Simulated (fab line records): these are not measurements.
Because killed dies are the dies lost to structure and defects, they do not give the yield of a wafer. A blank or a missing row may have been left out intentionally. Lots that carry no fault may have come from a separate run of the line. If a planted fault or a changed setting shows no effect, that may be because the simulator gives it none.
Which tool was responsible? + flow n5 finfet + 24 lots, 72 wafers sampled, at 4 steps of a route of 1938

## WHAT EACH GAUGE READ, for each wafer
N5_BEOL_M7_OCD_MEAS_38. Usual: trench depth nm at 92.8 nm, with a standard deviation of 1.3.
| lot  | measured     | on     | trench depth nm (nm) | flag |
|------|--------------|--------|----------------------|------|
| L074 | day 9 08:13  | ocd-01 | 91.8 93.0 91.6       |      |
| L075 | day 9 09:38  | ocd-02 | 94.1 92.7 95.8       |      |
| L076 | day 9 14:47  | ocd-02 | 93.5 95.1 93.2       |      |
| L078 | day 9 16:38  | ocd-02 | 93.8 93.7 93.0       |      |
| L077 | day 9 23:22  | ocd-02 | 93.4 92.1 92.2       |      |
| L079 | day 10 15:20 | ocd-01 | 92.9 93.0 92.8       |      |
| L080 | day 11 02:51 | ocd-02 | 91.7 95.1 92.9       |      |
| L081 | day 11 09:03 | ocd-02 | 93.6 91.4 91.4       |      |
| L083 | day 12 08:59 | ocd-02 | 92.6 93.2 93.7       |      |
| L084 | day 12 08:50 | ocd-01 | 91.9 91.2 93.0       |      |
| L087 | day 12 08:47 | ocd-02 | 90.3 93.9 92.2       |      |
| L082 | day 12 14:38 | ocd-01 | 94.3 94.8 94.5       |      |
| L086 | day 12 15:02 | ocd-01 | 92.0 92.4 90.9       |      |
| L085 | day 13 00:34 | ocd-01 | 93.1 94.6 93.8       |      |
| L088 | day 13 05:48 | ocd-01 | 92.0 92.9 91.5       |      |
| L089 | day 13 23:23 | ocd-01 | 93.0 92.2 89.5       |      |
| L090 | day 13 23:51 | ocd-02 | 90.5 93.2 92.6       |      |
| L091 | day 14 01:56 | ocd-01 | 94.8 94.8 91.8       |      |
| L092 | day 14 09:52 | ocd-02 | 91.8 91.7 92.1       |      |
| L093 | day 14 10:17 | ocd-01 | 92.1 91.5 93.2       |      |
| L094 | day 14 13:02 | ocd-01 | 93.2 93.2 92.1       |      |
| L095 | day 14 16:17 | ocd-02 | 90.9 92.7 91.3       |      |
| L096 | day 14 20:14 | ocd-02 | 91.4 92.0 93.3       |      |
| L097 | day 15 18:01 | ocd-02 | 91.2 93.7 91.5       |      |

## TOOL THAT RAN EACH LOT (tool first, then ch and the chambers of the sampled wafers, then the start)
| lot  | N5_BEOL_M7_CURE_74            | N5_BEOL_M7_HM_OPEN_17             | N5_BEOL_M7_ETCH_65                 |
|------|-------------------------------|-----------------------------------|------------------------------------|
| L074 | uv cure-01 ch 0, day 9 03:41  | rie metal-02 ch 0, day 9 06:22    | rie diel-05 ch 1,2,3, day 9 07:50  |
| L075 | uv cure-01 ch 1, day 9 06:02  | rie metal-03 ch 1, day 9 08:28    | rie diel-04 ch 0,1, day 9 09:15    |
| L076 | uv cure-01 ch 2, day 9 10:02  | rie metal-02 ch 0, day 9 13:23    | rie diel-03 ch 1,2, day 9 14:25    |
| L078 | uv cure-02 ch 2, day 9 12:08  | rie metal-03 ch 0,1, day 9 15:29  | rie diel-03 ch 0,1, day 9 16:16    |
| L077 | uv cure-03 ch 0, day 9 16:52  | rie metal-03 ch 0,1, day 9 19:38  | rie diel-05 ch 0,1,3, day 9 22:59  |
| L079 | uv cure-01 ch 0, day 10 09:19 | rie metal-02 ch 0,1, day 10 12:26 | rie diel-05 ch 0,1, day 10 14:58   |
| L080 | uv cure-02 ch 1, day 10 23:34 | rie metal-01 ch 0,1, day 11 01:49 | rie diel-04 ch 0,1,3, day 11 02:29 |
| L081 | uv cure-01 ch 0, day 11 04:15 | rie metal-01 ch 0,1, day 11 07:11 | rie diel-04 ch 0,1,3, day 11 08:40 |
| L083 | uv cure-02 ch 2, day 12 04:07 | rie metal-01 ch 0,1, day 12 06:17 | rie diel-03 ch 0,1,2, day 12 08:37 |
| L084 | uv cure-03 ch 1, day 12 04:27 | rie metal-01 ch 0,1, day 12 06:26 | rie diel-05 ch 0,1, day 12 08:27   |
| L087 | uv cure-01 ch 2, day 12 04:28 | rie metal-01 ch 0,1, day 12 06:41 | rie diel-04 ch 0,1,3, day 12 08:24 |
| L082 | uv cure-01 ch 2, day 12 08:22 | rie metal-02 ch 0,1, day 12 10:31 | rie diel-03 ch 2,3, day 12 14:15   |
| L086 | uv cure-02 ch 1, day 12 08:40 | rie metal-01 ch 0,1, day 12 10:49 | rie diel-05 ch 0,3, day 12 14:38   |
| L085 | uv cure-03 ch 2, day 12 21:07 | rie metal-01 ch 0, day 12 23:12   | rie diel-03 ch 1,2, day 13 00:11   |
| L088 | uv cure-03 ch 1, day 13 00:24 | rie metal-03 ch 0,1, day 13 02:58 | rie diel-05 ch 1,2,3, day 13 05:26 |
| L089 | uv cure-03 ch 2, day 13 16:05 | rie metal-03 ch 0, day 13 18:23   | rie diel-04 ch 1,2,3, day 13 23:01 |
| L090 | uv cure-03 ch 1, day 13 19:12 | rie metal-01 ch 0, day 13 21:56   | rie diel-05 ch 0,1,2, day 13 23:28 |
| L091 | uv cure-03 ch 1, day 13 21:59 | rie metal-03 ch 0,1, day 14 00:25 | rie diel-04 ch 1,2,3, day 14 01:33 |
| L092 | uv cure-02 ch 1, day 14 03:34 | rie metal-01 ch 0,1, day 14 06:58 | rie diel-05 ch 1,2,3, day 14 09:29 |
| L093 | uv cure-02 ch 0, day 14 04:45 | rie metal-03 ch 0,1, day 14 07:01 | rie diel-05 ch 0,2,3, day 14 09:55 |
| L094 | uv cure-03 ch 0, day 14 09:34 | rie metal-02 ch 0,1, day 14 11:34 | rie diel-05 ch 1,2,3, day 14 12:39 |
| L095 | uv cure-03 ch 1, day 14 12:02 | rie metal-02 ch 0,1, day 14 14:11 | rie diel-05 ch 0,1,3, day 14 15:55 |
| L096 | uv cure-03 ch 0, day 14 14:00 | rie metal-03 ch 0,1, day 14 17:30 | rie diel-05 ch 0,1,3, day 14 19:52 |
| L097 | uv cure-01 ch 1, day 15 09:40 | rie metal-02 ch 0,1, day 15 13:29 | rie diel-05 ch 0,1,3, day 15 17:39 |
- N5_BEOL_M7_CURE_74: cures SiCOH lowk, time 240 s.
- N5_BEOL_M7_HM_OPEN_17: chemistry Cl2/BCl3, target TiN, target depth 20 nm, overetch 6 nm.
- N5_BEOL_M7_ETCH_65: etches SiARC in CF4, target depth 15.6 nm, time 26 s.

## AS READ BY THE TOOLS THEMSELVES (means over the sampled wafers that have a number; for cases with no such wafer, the mark the record gives instead)
N5_BEOL_M7_CURE_74. Usual: lamp power pct 52.31 %, standard deviation 0.053; wafer_temp_C_max 386.8, standard deviation 0.71.
| lot  | tool       | lamp power pct (%) | wafer_temp_C_max | flag |
|------|------------|--------------------|------------------|------|
| L074 | uv cure-01 | 52.33              | 386.8            |      |
| L075 | uv cure-01 | 52.31              | 386.1            |      |
| L076 | uv cure-01 | 52.28              | 386.1            |      |
| L078 | uv cure-02 | 52.32              | 386.2            |      |
| L077 | uv cure-03 | 52.35              | 387.7            |      |
| L079 | uv cure-01 | 52.34              | 386.7            |      |
| L080 | uv cure-02 | 52.35              | 387.1            |      |
| L081 | uv cure-01 | 52.31              | 386.3            |      |
| L083 | uv cure-02 | 52.32              | 386.4            |      |
| L084 | uv cure-03 | 52.29              | 386.8            |      |
| L087 | uv cure-01 | 52.29              | 386.0            |      |
| L082 | uv cure-01 | 52.28              | 386.0            |      |
| L086 | uv cure-02 | 52.31              | 387.8            |      |
| L085 | uv cure-03 | 52.29              | 387.0            |      |
| L088 | uv cure-03 | 52.34              | 386.1            |      |
| L089 | uv cure-03 | 52.30              | 387.5            |      |
| L090 | uv cure-03 | 52.35              | 386.7            |      |
| L091 | uv cure-03 | 52.30              | 386.2            |      |
| L092 | uv cure-02 | 52.32              | 388.2            |      |
| L093 | uv cure-02 | 52.36              | 386.4            |      |
| L094 | uv cure-03 | 52.31              | 387.2            |      |
| L095 | uv cure-03 | 52.30              | 386.6            |      |
| L096 | uv cure-03 | 52.32              | 387.6            |      |
| L097 | uv cure-01 | 52.35              | 386.5            |      |

N5_BEOL_M7_HM_OPEN_17. Usual: drypump motor current A 5.83 A, standard deviation 0.18; mfc cl2 sccm 53.27 sccm, standard deviation 0.16; oes product au 0.69 a.u., standard deviation 0.072; throttle valve pct 22.1 %, standard deviation 0.31.
| lot  | tool         | drypump motor current A (A) | mfc cl2 sccm (sccm) | oes product au (a.u.) | throttle valve pct (%) | flag |
|------|--------------|-----------------------------|---------------------|-----------------------|------------------------|------|
| L074 | rie metal-02 | 6.03                        | 53.42               | 0.77                  | 21.9                   |      |
| L075 | rie metal-03 | 5.58                        | 53.23               | 0.69                  | 22.5                   |      |
| L076 | rie metal-02 | 6.05                        | 53.34               | 0.75                  | 22.0                   |      |
| L078 | rie metal-03 | 5.76                        | 53.22               | 0.73                  | 21.9                   |      |
| L077 | rie metal-03 | 5.68                        | 53.30               | 0.71                  | 22.2                   |      |
| L079 | rie metal-02 | 5.99                        | 53.36               | 0.77                  | 22.0                   |      |
| L080 | rie metal-01 | 5.89                        | 53.33               | 0.66                  | 22.1                   |      |
| L081 | rie metal-01 | 5.88                        | 53.21               | 0.66                  | 22.1                   |      |
| L083 | rie metal-01 | 5.86                        | 53.06               | 0.65                  | 22.1                   |      |
| L084 | rie metal-01 | 5.89                        | 53.31               | 0.65                  | 22.1                   |      |
| L087 | rie metal-01 | 5.74                        | 53.19               | 0.61                  | 22.3                   |      |
| L082 | rie metal-02 | 5.90                        | 53.32               | 0.78                  | 21.9                   |      |
| L086 | rie metal-01 | 5.76                        | 53.25               | 0.60                  | 22.3                   |      |
| L085 | rie metal-01 | 6.01                        | 53.37               | 0.69                  | 22.0                   |      |
| L088 | rie metal-03 | 5.67                        | 53.22               | 0.68                  | 22.2                   |      |
| L089 | rie metal-03 | 5.84                        | 53.16               | 0.69                  | 21.7                   |      |
| L090 | rie metal-01 | 5.99                        | 53.20               | 0.69                  | 22.0                   |      |
| L091 | rie metal-03 | 5.67                        | 53.36               | 0.68                  | 22.2                   |      |
| L092 | rie metal-01 | 5.88                        | 53.20               | 0.63                  | 22.2                   |      |
| L093 | rie metal-03 | 5.77                        | 53.12               | 0.68                  | 22.0                   |      |
| L094 | rie metal-02 | 5.99                        | 53.44               | 0.74                  | 22.0                   |      |
| L095 | rie metal-02 | 5.97                        | 53.17               | 0.73                  | 22.0                   |      |
| L096 | rie metal-03 | 5.77                        | 53.38               | 0.69                  | 22.0                   |      |
| L097 | rie metal-02 | 5.97                        | 53.24               | 0.73                  | 22.0                   |      |

N5_BEOL_M7_ETCH_65. Usual: drypump motor current A 5.5 A, standard deviation 0.46; etch rf on time s 26.2 s, standard deviation 0.38; oes product au 0.65 a.u., standard deviation 0.066; rf vpp V 184.0 V, standard deviation 1.1; showerhead plenum p Torr 2.14 Torr, standard deviation 0.06; throttle valve pct 15.61 %, standard deviation 0.15.
| lot  | tool        | drypump motor current A (A) | etch rf on time s (s) | oes product au (a.u.) | rf vpp V (V) | showerhead plenum p Torr (Torr) | throttle valve pct (%) | flag |
|------|-------------|-----------------------------|-----------------------|-----------------------|--------------|---------------------------------|------------------------|------|
| L074 | rie diel-05 | 5.9                         | 26.1                  | 0.64                  | 183.4        | 2.12                            | 15.57                  |      |
| L075 | rie diel-04 | 5.1                         | 25.6                  | 0.72                  | 185.2        | 2.22                            | 15.63                  |      |
| L076 | rie diel-03 | 5.3                         | 25.8                  | 0.66                  | 184.0        | 2.17                            | 15.68                  |      |
| L078 | rie diel-03 | 5.5                         | 25.8                  | 0.63                  | 184.3        | 2.16                            | 15.61                  |      |
| L077 | rie diel-05 | 5.4                         | 26.3                  | 0.62                  | 183.8        | 2.13                            | 15.63                  |      |
| L079 | rie diel-05 | 5.1                         | 26.6                  | 0.60                  | 183.7        | 2.14                            | 15.68                  |      |
| L080 | rie diel-04 | 5.3                         | 26.2                  | 0.65                  | 184.1        | 2.20                            | 15.72                  |      |
| L081 | rie diel-04 | 5.3                         | 26.1                  | 0.66                  | 185.3        | 2.20                            | 15.73                  |      |
| L083 | rie diel-03 | 5.4                         | 25.9                  | 0.66                  | 183.8        | 2.14                            | 15.64                  |      |
| L084 | rie diel-05 | 5.1                         | 26.5                  | 0.59                  | 184.1        | 2.14                            | 15.71                  |      |
| L087 | rie diel-04 | 5.3                         | 26.1                  | 0.65                  | 184.8        | 2.20                            | 15.74                  |      |
| L082 | rie diel-03 | 5.9                         | 25.5                  | 0.70                  | 183.3        | 2.08                            | 15.55                  |      |
| L086 | rie diel-05 | 5.1                         | 26.7                  | 0.59                  | 184.1        | 2.17                            | 15.76                  |      |
| L085 | rie diel-03 | 5.3                         | 26.2                  | 0.69                  | 183.8        | 2.13                            | 15.63                  |      |
| L088 | rie diel-05 | 5.9                         | 26.2                  | 0.62                  | 183.8        | 2.11                            | 15.62                  |      |
| L089 | rie diel-04 | 5.1                         | 26.0                  | 0.67                  | 183.7        | 2.19                            | 15.64                  |      |
| L090 | rie diel-05 | 5.6                         | 26.3                  | 0.68                  | 183.8        | 2.12                            | 15.50                  |      |
| L091 | rie diel-04 | 5.1                         | 26.1                  | 0.68                  | 184.4        | 2.19                            | 15.65                  |      |
| L092 | rie diel-05 | 5.9                         | 26.5                  | 0.61                  | 183.7        | 2.10                            | 15.65                  |      |
| L093 | rie diel-05 | 5.6                         | 26.5                  | 0.68                  | 183.7        | 2.15                            | 15.56                  |      |
| L094 | rie diel-05 | 5.9                         | 26.3                  | 0.61                  | 183.7        | 2.10                            | 15.64                  |      |
| L095 | rie diel-05 | 5.4                         | 26.3                  | 0.67                  | 183.1        | 2.12                            | 15.53                  |      |
| L096 | rie diel-05 | 5.5                         | 26.1                  | 0.67                  | 183.5        | 2.12                            | 15.53                  |      |
| L097 | rie diel-05 | 5.5                         | 26.5                  | 0.66                  | 184.1        | 2.12                            | 15.55                  |      |

## THE ANSWER, worked out from the rows above alone
Rule: lot off if the mean of its wafers having a number is beyond 3 standard deviations from the usual mean. A lot without any number at a reading at which 4 lots or more have one is off too. The other lots that the step has rows for count as sound. After the gauges, taken in route order, come the tools' own readings; for these a lot's mean is taken, as printed above. The first step at which some lot is off is used, and at that step the reading that is off furthest; a lot without a number counts as furthest.
No lot is off on any of the readings shown, so nothing can be concluded from this.

## WHAT HAD BEEN PUT IN BY THE SIMULATOR
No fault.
